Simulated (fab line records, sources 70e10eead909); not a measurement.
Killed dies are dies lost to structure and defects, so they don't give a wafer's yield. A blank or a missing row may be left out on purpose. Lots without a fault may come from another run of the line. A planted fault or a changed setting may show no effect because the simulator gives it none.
A struck lot beside a sound one | flow nand_harc | 43 steps out of a route of 1159
Sound: wafers L206.2, L206.3, L206.6. Struck: wafer L216.5. (L216.1, L216.4 of the same lot were not struck and are left out.) The cause comes at the end.
At each step with rows: each side's tool, then ch and its chambers, then its first start. Under that, the readings that differ: sound wafers | struck wafers | difference of the means | sigmas: that difference in standard deviations of wafers without a fault.
alike: readings whose means differ by less than 2 such deviations, and words and numbers that are the same on both sides. not compared: withheld readings, readings that some wafer has no value for, bounds like >300 that may hide the same value, and numbers for which the record gives no deviation and whose values overlap.
The two part at a step that has a row with sigmas, a row that says differs or no value, or rows on one side only. Numbers that don't overlap but have no deviation are shown without sigmas and don't part them. A reading that every wafer of one side lacks parts them only if that side has two wafers or more.

first, 7 steps without rows for these wafers: NHARC_A_CONTACT_COAT_35 (time 65 s); NHARC_A_CONTACT_COAT_36 (resist thk 90 nm); NHARC_A_CONTACT_SOFTBAKE_37 (time 55 s); NHARC_A_CONTACT_EBR_38; NHARC_A_CONTACT_EXPOSE_39 (exposes mask A CC 3); NHARC_A_CONTACT_PEB_40 (peb time 65 s); NHARC_A_CONTACT_DEVELOP_41 (develop time 35 s).
NHARC_A_CONTACT_CD_MEAS_42: target cd 200 nm.
  sound on cd_sem-01 ch 0, day 18 15:25; struck on cd_sem-03 ch 0, day 21 01:49
  alike: cd_nm
NHARC_A_CONTACT_OVL_MEAS_43:
  sound on overlay-02, day 18 15:30; struck on overlay-01, day 21 01:54
  alike: overlay_x_nm, overlay_y_nm
NHARC_A_CONTACT_INSPECT_44:
  sound on defect_inspect-02, day 18 15:32; struck on defect_inspect-02, day 21 01:56
  alike: raw_defect_count
NHARC_A_CONTACT_DESCUM_47: chemistry O2, time 3 s.
  sound on rie_diel-08 ch 1,2,3, day 18 15:35; struck on rie_diel-06 ch 3, day 21 02:01
  alike: drypump_motor_current_A, oes_product_au, rf_vpp_V, showerhead_plenum_p_Torr, throttle_valve_pct
  not compared: rf_hours_counter_h
then, 1 step without rows for these wafers: NHARC_A_CONTACT_ETCH_48 (etches the open film in CF4, target depth 39 nm, time 65 s).
NHARC_A_CONTACT_ETCH_49: etches the open film in N2/H2, target depth 260 nm, time 475.3 s.
  sound on rie_diel-08 ch 0,1,3, day 18 15:46; struck on rie_diel-06 ch 0, day 21 02:11
  alike: drypump_motor_current_A, h2_flow_sccm, oes_product_au, rf_vpp_V, showerhead_plenum_p_Torr, throttle_valve_pct
  not compared: rf_hours_counter_h
then, 6 steps without rows for these wafers: NHARC_A_CONTACT_ETCH_50 (etches the open film in CF4/CHF3, target depth 84.7 nm, time 42.4 s); NHARC_A_CONTACT_ETCH_51 (etches the open film in O2/COS, target depth 3600 nm, time 936 s); NHARC_A_CONTACT_ETCH_111 (etches the open film in C4F8/O2/Ar, time 140 s, target depth 700 nm); NHARC_A_CONTACT_ETCH_112 (etches the open film in C4F8/O2/Ar, time 94 s, target depth 922 nm); NHARC_A_CONTACT_ETCH_113 (etches the open film in C4F8/O2/Ar, time 94 s, target depth 922 nm); NHARC_A_CONTACT_ETCH_114 (etches the open film in C4F8/O2/Ar, time 94 s, target depth 922 nm).
NHARC_A_CONTACT_ETCH_115: etches the open film in C4F8/O2/Ar, time 94 s, target depth 922 nm.
  sound on har_cap_etch-03 ch 0,1, day 18 17:20; struck on har_cap_etch-03 ch 1, day 21 03:43
  not compared: rf_hours_counter_h
then, 6 steps without rows for these wafers: NHARC_A_CONTACT_ETCH_116 (etches the open film in C4F8/O2/Ar, time 94 s, target depth 922 nm); NHARC_A_CONTACT_ETCH_117 (etches the open film in C4F8/O2/Ar, time 94 s, target depth 922 nm); NHARC_A_CONTACT_ETCH_118 (etches the open film in C4F8/O2/Ar, time 94 s, target depth 922 nm); NHARC_A_CONTACT_ETCH_119 (etches the open film in C4F8/O2/Ar, time 94 s, target depth 922 nm); NHARC_A_CONTACT_ETCH_120 (etches the open film in C4F8/O2/Ar, time 94 s, target depth 922 nm); NHARC_A_CONTACT_ETCH_121 (etches the open film in C4F8/O2/Ar, time 94 s, target depth 922 nm).
NHARC_A_CONTACT_ETCH_122: etches the open film in C4F8/O2/Ar, time 95 s, target depth 930 nm.
  sound on har_cap_etch-03 ch 0,1, day 18 17:59; struck on har_cap_etch-03 ch 1, day 21 04:22
  not compared: rf_hours_counter_h
then, 2 steps without rows for these wafers: NHARC_A_CONTACT_ETCH_123 (etches the open film in C4F8/O2/Ar, time 253 s, target depth 1090 nm); NHARC_A_CONTACT_ETCH_90 (etches the open film in CH3F/O2, target depth 40 nm, time 85.7 s).
NHARC_A_CONTACT_ETCH_96: etches the open film in C4F6/O2, target depth 20 nm, time 10 s.
  sound on rie_diel-03 ch 0,2,3; struck on rie_diel-06 ch 3
  reading                         | sound             | struck | difference | sigmas
  oes_product_au (a.u.)           | 1.004 0.997 1.007 | 0.949  | -0.054     | -2
  rf_vpp_V (V)                    | 544.0 541.6 541.3 | 548.8  | +6.5       | +3
  showerhead_plenum_p_Torr (Torr) | 3.82 3.67 3.71    | 3.98   | +0.25      | +3
  alike: drypump_motor_current_A, throttle_valve_pct
  not compared: rf_hours_counter_h
NHARC_A_CONTACT_CD_MEAS_53:
  sound on cd_sem-02, day 18 18:55; struck on cd_sem-03, day 21 05:16
  alike: cd_nm
then, 7 steps without rows for these wafers: NHARC_A_CONTACT_STRIP_99 (strips in N2/H2); NHARC_A_CONTACT_STRIP_100 (strips in CF4/CHF3); NHARC_A_CONTACT_STRIP_101 (strips in O2/COS); NHARC_A_CONTACT_ETCH_102 (etches the open film in CF4/O2, target depth 70 nm, overetch 7 nm, time 38.5 s); NHARC_A_CONTACT_STRIP_55 (strips in O2); NHARC_A_CONTACT_STRIP_56 (strips in post etch residue remover, time 600 s); NHARC_A_CONTACT_DEP_57 (deposits aC, target thk 2800 nm).
NHARC_A_CONTACT_DEP_58: deposits SiON, target thk 60 nm.
  sound on pecvd-04 ch 0,1,2, day 18 22:39; struck on pecvd-02 ch 0, day 21 11:23
  reading            | sound       | struck | difference | sigmas
  heater_power_w (W) | 749 636 729 | 955    | +250       | +3
then, 3 steps without rows for these wafers: NHARC_A_CONTACT_DEHYDRATE_59 (time 120 s); NHARC_A_CONTACT_HMDS_60 (time 30 s); NHARC_A_CONTACT_COAT_61 (time 75 s).
-- the record jumps here: 3 days lie between the struck wafers' starts before and after (it left off in module A_CONTACT and takes up again in module END, whose first step shown is number 1159 of the route) --
NHARC_END_SORT_01:
  sound on prober-02 ch 0, day 21 14:28; struck on prober-01 ch 0, day 24 01:45
  reading         | sound    | struck | difference | sigmas
  killed_at_array | 15 13 21 | 102    | +86        | +9
  killed_dies     | 19 15 27 | 104    | +84        | +8
  alike: killed_at_other, killed_at_periphery, killed_open, killed_short

WHERE THEY PART
First at NHARC_A_CONTACT_ETCH_96; last, within this record, at NHARC_END_SORT_01.

WHY: what the simulator had put in
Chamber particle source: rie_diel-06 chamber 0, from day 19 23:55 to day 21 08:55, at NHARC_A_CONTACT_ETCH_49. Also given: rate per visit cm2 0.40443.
